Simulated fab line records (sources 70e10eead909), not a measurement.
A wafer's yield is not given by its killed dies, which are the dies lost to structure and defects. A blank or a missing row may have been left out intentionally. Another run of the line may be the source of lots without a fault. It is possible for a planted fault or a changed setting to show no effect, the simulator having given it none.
Matching of chambers | flow nand harc | pecvd-03 running NHARC_A_M0_DEP_32: 3 sister chambers
The step deposits SiCN, target thk 30 nm. 6 wafers are shown with their chamber, then 8 later ones without.

== EACH WAFER AND ITS CHAMBER ==
wafer  | chamber | heater power w (W)
L081.4 | 2       | 661
L084.3 | 2       | 579
L088.1 | 1       | 465
L088.4 | 0       | 703
L088.6 | 1       | 467
L090.1 | 0       | 603

== WAFERS WHOSE CHAMBER IS MISSING ==
wafer  | heater power w (W)
L090.3 | 502
L090.6 | 629
L094.1 | 660
L094.3 | 540
L094.4 | 480
L095.1 | 534
L095.3 | 540
L095.4 | 539

== WHICH CHAMBER EACH WENT THROUGH ==
wafer  | from the rows above          | in truth
L090.3 | can't be placed: 1 or 2      | 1
L090.6 | can't be placed: 2 or 0      | 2
L094.1 | can't be placed: 0 or 2      | 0
L094.3 | can't be placed: 1 or 2 or 0 | 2
L094.4 | 1                            | 1
L095.1 | can't be placed: 1 or 2 or 0 | 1
L095.3 | can't be placed: 1 or 2 or 0 | 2
L095.4 | can't be placed: 1 or 2 or 0 | 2
1 of 8 placed correctly. Can't be placed from these rows: 7 (the true chamber is among the candidates in 7). Placed wrongly: 0.
How it was worked out, from the rows above alone: a wafer's distance from a chamber is the root of the sum, over the readings, of the square of ((its reading less the chamber's mean) divided by the reading's scatter). If the next closest chamber is less than 2 further off than the closest, the wafer can't be placed; otherwise it belongs to the closest. For every chamber, the mean is computed from those of its wafers that are shown. The scatter: the root of (the sum of the squares of (reading less its chamber's mean) over the shown wafers, divided by (wafers less chambers)).
